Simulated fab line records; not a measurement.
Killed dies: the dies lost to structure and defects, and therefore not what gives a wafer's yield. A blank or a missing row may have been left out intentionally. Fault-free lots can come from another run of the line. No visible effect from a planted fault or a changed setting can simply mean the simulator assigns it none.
fab line records ; flow n5_finfet ; part 2 of 2: steps 5 to 6 of 6
record lots=20; wafers=60; last_day=18
route steps=1938 shown BEOL_M0_SAQP@656 BEOL_M0_CUTY@710
lots untouched by any fault: they come from a run of this same line in which no faults occurred
start_h: start of the lot's first displayed wafer, in hours after the record's first day ; wait_h: hours elapsed since this lot's preceding step ; " unchanged from the row above ; L1.1+2: a row that stands for several wafers ; - no value, or no start given ; * or withheld: withheld ; < > ~ a bound
route shown NAME@n: names a module that has steps shown in the file, with the first one's number in the route ; usual: mean and standard deviation over wafers with no fault ; same: alike in all rows ; chamber/n: place in a boat ; sites: the reading at each site ; _std_site: standard deviation of those values ; _edge_site: inner sites' mean taken away from outer sites' mean ; radius_mm: how far each site lies from the wafer's centre ; mask NAME#n: copy n ; behind: the tool/chamber that last shaped the wafer ; hold: reason for holding the lot/hours on hold/outcome of the hold ; device: names the non-switching transistor (n, p or np) ; end of line: the tests these same wafers got at the end of their route ; a step without rows: its recipe alone ; killed: at the first sort, the dies lost to defects and structure; wafer yield is something else ; map: a wafer's dies, marking killed ones x, the rest . and places with no die _
set.NAME: the setting as run; set.NAME@STEP: as run at that earlier step ; model.NAME: the simulator's own value behind a step, which no gauge read
a sample of lots followed through the steps of the route, with each step as a table and each wafer as a row
services: the hour from which a tool's chamber was out of use, counted from the record's first day as start_h (under 0 if before that day), plus the number of hours and why
## steps
# step N5_BEOL_M0_SAQP_ETCH_73
# recipe chemistry=CF4; target=SiARC; target_depth_a=195; mask_material=CAR-EUV; time_s=32.5; ion_energy_ev=80; pressure_mtorr=40; source_w=545; bias_w=36; Ar_flow_sccm=100; cf4_flow_sccm=100; ends=cleared
# usual cf4_flow_sccm=100.1/0.33; drypump_motor_current_A=5.82/0.26; etch_rf_on_time_s=32.3/0.85; oes_product_au=0.68/0.076; rf_fwd_power_W=533.2/2.9; rf_vpp_V=184.2/1.1; showerhead_plenum_p_Torr=2.16/0.066; throttle_valve_pct=15.54/0.28
lot.wafer;tool;chamber;start_h;wait_h;cf4_flow_sccm;drypump_motor_current_A;etch_rf_on_time_s;oes_product_au;rf_fwd_power_W;rf_hours_counter_h;rf_vpp_V;showerhead_plenum_p_Torr;throttle_valve_pct
L074.3;rie_diel-06;1;112.72;0.0;100.1;5.43;31.9;0.67;533.4;134;185.2;2.23;15.62
L074.4;rie_diel-06;3;112.72;0.0;99.4;5.83;31.9;0.77;537.3;32;184.4;2.08;15.12
L074.6;rie_diel-06;1;112.72;0.0;100.2;5.44;32.0;0.66;532.9;-;185.4;2.23;15.62
L075.1;rie_diel-05;3;117.61;0.0;100.1;5.64;31.1;0.84;530.4;3;184.6;2.19;15.47
L075.3;rie_diel-05;2;117.61;0.0;99.7;6.08;32.7;0.61;532.3;178;182.6;2.05;15.91
L075.5;rie_diel-05;3;117.61;0.0;100.3;5.65;31.4;0.84;532.9;-;184.2;2.19;15.44
L076.3;rie_diel-06;3;126.86;0.0;99.9;5.88;32.3;0.77;532.8;37;183.1;2.08;15.11
L076.5;rie_diel-06;2;126.86;0.0;100.4;5.85;31.7;0.66;532.4;-;182.9;2.14;15.74
L076.6;rie_diel-06;1;126.86;0.0;99.7;5.42;32.3;0.67;530.8;-;183.1;2.22;15.64
L078.3;rie_diel-06;1;138.77;0.0;100.0;5.41;31.2;0.67;533.0;142;184.4;2.22;15.64
L078.5;rie_diel-06;2;138.77;0.0;100.0;5.84;31.0;0.66;536.3;-;185.9;2.14;15.75
L078.6;rie_diel-06;3;138.77;0.0;99.7;5.82;31.3;0.76;535.0;-;183.9;2.08;15.14
L079.2;rie_diel-03;2;149.04;0.0;100.0;5.70;31.9;0.78;529.9;38;185.0;2.28;15.28
L079.3;rie_diel-03;0;149.04;0.0;100.1;5.60;31.9;0.79;531.0;24;183.5;2.19;15.41
L079.6;rie_diel-03;0;149.04;0.0;99.8;5.61;31.7;0.79;531.2;-;183.3;2.20;15.41
L080.1;rie_diel-06;0;154.27;0.0;99.8;6.11;32.8;0.61;535.1;202;182.3;2.13;15.77
L080.2;rie_diel-06;1;154.27;0.0;99.5;5.39;32.4;0.65;531.1;146;184.6;2.22;15.64
L080.3;rie_diel-06;3;154.27;0.0;99.7;5.84;31.8;0.75;533.8;45;183.5;2.08;15.14
L082.4;rie_diel-06;3;162.46;0.0;100.4;5.86;31.3;0.75;536.5;48;180.9;2.08;15.14
L082.5;rie_diel-06;2;162.46;0.0;100.0;5.81;31.4;0.65;537.0;-;183.5;2.14;15.75
L082.6;rie_diel-06;3;162.46;0.0;100.7;5.85;31.8;0.75;533.3;-;183.7;2.08;15.15
L083.3;rie_diel-03;2;166.22;0.0;100.5;5.72;32.0;0.76;533.0;43;185.0;2.28;15.29
L083.4;rie_diel-03;1;166.22;0.0;100.3;6.31;33.7;0.61;540.4;159;185.5;2.22;15.29
L083.6;rie_diel-03;1;166.22;0.0;100.6;6.35;33.9;0.61;542.1;-;186.1;2.22;15.29
L084.1;rie_diel-03;3;175.53;0.0;99.4;5.46;31.6;0.68;529.4;117;184.6;2.07;15.69
L084.4;rie_diel-03;1;175.53;0.0;100.1;6.32;33.6;0.61;540.2;161;185.3;2.21;15.30
L084.6;rie_diel-03;1;175.53;0.0;99.9;6.31;33.9;0.61;537.8;-;184.4;2.21;15.30
L085.2;rie_diel-03;1;180.32;0.0;100.3;6.32;34.4;0.60;538.1;162;184.0;2.21;15.29
L085.3;rie_diel-03;2;180.32;0.0;100.2;5.70;31.9;0.76;530.4;46;184.6;2.28;15.29
L085.4;rie_diel-03;0;180.32;0.0;100.2;5.62;32.0;0.77;533.1;34;186.5;2.19;15.45
L087.1;rie_diel-03;1;194.54;0.0;100.5;6.33;34.6;0.60;537.7;169;185.8;2.21;15.32
L087.4;rie_diel-03;0;194.54;0.0;100.6;5.63;32.1;0.76;531.9;-;185.3;2.19;15.45
L087.5;rie_diel-03;2;194.54;0.0;100.0;5.71;32.5;0.74;531.9;-;186.3;2.27;15.31
L088.1;rie_diel-05;3;197.34;0.0;100.0;5.63;31.6;0.77;527.6;30;183.8;2.18;15.50
L088.3;rie_diel-05;1;197.34;0.0;100.3;5.93;33.1;0.59;533.5;214;183.8;2.21;15.97
L088.6;rie_diel-05;0;197.34;0.0;99.8;5.59;33.4;0.80;531.7;-;183.7;2.20;15.14
L089.3;rie_diel-05;1;202.26;0.0;100.0;5.87;32.9;0.59;531.8;216;183.9;2.21;15.97
L089.4;rie_diel-05;0;202.26;0.0;99.8;5.65;33.3;0.79;531.1;-;185.4;2.20;15.12
L089.6;rie_diel-05;1;202.26;0.0;100.5;5.89;32.9;0.59;530.6;-;184.5;2.21;15.97
L090.2;rie_diel-05;2;206.43;0.0;99.6;6.05;32.6;0.60;529.8;209;181.9;2.04;15.97
L090.4;rie_diel-05;1;206.43;0.0;99.7;5.93;33.0;0.59;532.4;218;185.7;2.21;15.94
L090.6;rie_diel-05;1;206.43;0.0;99.7;5.93;33.0;0.58;533.4;-;183.6;2.21;15.98
L091.2;rie_diel-05;1;226.69;0.0;100.3;5.93;33.2;0.58;533.4;223;185.6;2.21;15.98
L091.4;rie_diel-05;2;226.69;0.0;99.7;6.05;33.1;0.59;531.4;214;182.9;2.04;15.98
L091.5;rie_diel-05;3;226.69;0.0;99.8;5.63;32.0;0.75;530.4;-;183.9;2.18;15.53
L094.3;rie_diel-06;0;233.92;0.0;100.1;6.06;32.8;0.59;532.6;227;185.9;2.12;15.84
L094.4;rie_diel-06;2;233.92;0.0;100.1;5.83;31.4;0.64;534.2;180;183.3;2.13;15.80
L094.5;rie_diel-06;1;233.92;0.0;100.3;5.41;32.1;0.65;529.8;-;183.4;2.21;15.72
L092.1;rie_diel-06;1;237.39;0.0;100.1;5.38;32.3;0.63;531.5;172;184.6;2.21;15.70
L092.2;rie_diel-06;0;237.39;0.0;100.1;6.08;32.9;0.60;535.8;228;185.7;2.12;15.83
L092.5;rie_diel-06;3;237.39;0.0;100.3;5.85;31.9;0.73;535.0;-;183.3;2.07;15.18
L095.2;rie_diel-06;1;239.36;0.0;100.4;5.41;31.9;0.65;532.6;172;185.2;2.21;15.69
L095.3;rie_diel-06;3;239.36;0.0;99.7;5.85;31.9;0.72;539.5;73;183.3;2.07;15.19
L095.5;rie_diel-06;3;239.36;0.0;100.2;5.85;31.5;0.72;535.2;-;182.2;2.07;15.18
L096.2;rie_diel-06;3;245.75;0.0;99.9;5.86;31.6;0.72;533.0;75;183.5;2.07;15.20
L096.4;rie_diel-06;1;245.75;0.0;99.6;5.38;31.9;0.64;531.0;175;184.1;2.21;15.69
L096.6;rie_diel-06;0;245.75;0.0;100.2;6.07;32.6;0.60;533.7;-;184.4;2.12;15.84
L097.2;rie_diel-05;3;250.99;0.0;99.9;5.62;31.5;0.75;532.7;42;183.7;2.18;15.53
L097.3;rie_diel-05;1;250.99;0.0;100.5;5.93;32.7;0.58;529.6;232;185.1;2.20;16.00
L097.5;rie_diel-05;2;250.99;0.0;99.6;6.07;33.0;0.58;531.2;-;183.7;2.04;15.97
# step N5_BEOL_M0_CUTY_INSPECT_59
# recipe mode=adi; inspect_instrument=macro
# usual raw_defect_count=1.8/1.4
lot.wafer;tool;chamber;start_h;wait_h;raw_defect_count
L074.3;defect_inspect-01;-;114.03;0.0;5
L074.4;defect_inspect-01;-;114.03;0.0;2
L074.6;defect_inspect-01;-;114.03;0.0;2
L075.1;defect_inspect-02;-;118.93;0.0;0
L075.3;defect_inspect-02;-;118.93;0.0;1
L075.5;defect_inspect-02;-;118.93;0.0;0
L076.3;defect_inspect-01;-;128.16;0.0;1
L076.5;defect_inspect-01;-;128.16;0.0;1
L076.6;defect_inspect-01;-;128.16;0.0;4
L078.3;defect_inspect-01;-;140.07;0.0;2
L078.5;defect_inspect-01;-;140.07;0.0;0
L078.6;defect_inspect-01;-;140.07;0.0;2
L079.2;defect_inspect-01;-;150.41;0.0;1
L079.3;defect_inspect-01;-;150.41;0.0;0
L079.6;defect_inspect-01;-;150.41;0.0;1
L080.1;defect_inspect-01;-;155.77;0.0;1
L080.2;defect_inspect-01;-;155.77;0.0;2
L080.3;defect_inspect-01;-;155.77;0.0;1
L082.4;defect_inspect-02;-;163.77;0.0;3
L082.5;defect_inspect-02;-;163.77;0.0;1
L082.6;defect_inspect-02;-;163.77;0.0;4
L083.3;defect_inspect-02;-;167.41;0.0;1
L083.4;defect_inspect-02;-;167.41;0.0;1
L083.6;defect_inspect-02;-;167.41;0.0;5
L084.1;defect_inspect-01;-;176.83;0.0;2
L084.4;defect_inspect-01;-;176.83;0.0;0
L084.6;defect_inspect-01;-;176.83;0.0;3
L085.2;defect_inspect-01;-;181.88;0.0;4
L085.3;defect_inspect-01;-;181.88;0.0;2
L085.4;defect_inspect-01;-;181.88;0.0;0
L087.1;defect_inspect-01;-;195.72;0.0;0
L087.4;defect_inspect-01;-;195.72;0.0;2
L087.5;defect_inspect-01;-;195.72;0.0;1
L088.1;defect_inspect-01;-;199.22;0.0;1
L088.3;defect_inspect-01;-;199.22;0.0;1
L088.6;defect_inspect-01;-;199.22;0.0;3
L089.3;defect_inspect-02;-;204.31;0.0;1
L089.4;defect_inspect-02;-;204.31;0.0;1
L089.6;defect_inspect-02;-;204.31;0.0;2
L090.2;defect_inspect-02;-;207.73;0.0;3
L090.4;defect_inspect-02;-;207.73;0.0;1
L090.6;defect_inspect-02;-;207.73;0.0;4
L091.2;defect_inspect-02;-;228.06;0.0;3
L091.4;defect_inspect-02;-;228.06;0.0;2
L091.5;defect_inspect-02;-;228.06;0.0;1
L094.3;defect_inspect-01;-;235.23;0.0;3
L094.4;defect_inspect-01;-;235.23;0.0;0
L094.5;defect_inspect-01;-;235.23;0.0;2
L092.1;defect_inspect-02;-;238.59;0.0;2
L092.2;defect_inspect-02;-;238.59;0.0;3
L092.5;defect_inspect-02;-;238.59;0.0;3
L095.2;defect_inspect-02;-;240.67;0.0;2
L095.3;defect_inspect-02;-;240.67;0.0;2
L095.5;defect_inspect-02;-;240.67;0.0;3
L096.2;defect_inspect-02;-;247.02;0.0;0
L096.4;defect_inspect-02;-;247.02;0.0;1
L096.6;defect_inspect-02;-;247.02;0.0;2
L097.2;defect_inspect-01;-;252.30;0.0;0
L097.3;defect_inspect-01;-;252.30;0.0;2
L097.5;defect_inspect-01;-;252.30;0.0;2
## services
tool;chamber;start_h;hours;kind
rie_diel-05;3;85.04;-;clean
rie_diel-05;3;85.04;-;consumable_replace:focus_ring
rie_diel-05;3;85.04;23.4;scheduled_down
rie_diel-05;3;85.04;23.4;vent_cycle
rie_diel-06;0;85.75;15.1;repair
rie_diel-06;2;92.67;2.6;repair
rie_si-03;-;104.03;0.5;repair
rie_si-03;0;107.02;1.7;repair
vapor_etch-01;0;112.75;10.5;repair
rie_si-02;1;118.40;3.7;repair
rie_diel-03;2;120.54;4.1;repair
rie_si-01;0;123.44;7.7;repair
rie_si-03;1;148.49;7.6;repair
rie_diel-05;0;154.46;-;clean
rie_diel-05;0;154.46;-;consumable_replace:focus_ring
rie_diel-03;-;157.42;0.6;repair
rie_si-02;0;159.43;1.8;repair
rie_diel-03;3;181.91;13.3;repair
rie_diel-05;3;199.25;6.7;repair
rie_diel-05;-;215.61;0.7;repair
vapor_etch-01;0;221.74;10.0;repair
rie_si-03;-;224.07;2.8;pm
vapor_etch-02;-;239.17;2.8;pm
rie_diel-05;3;239.24;9.6;repair
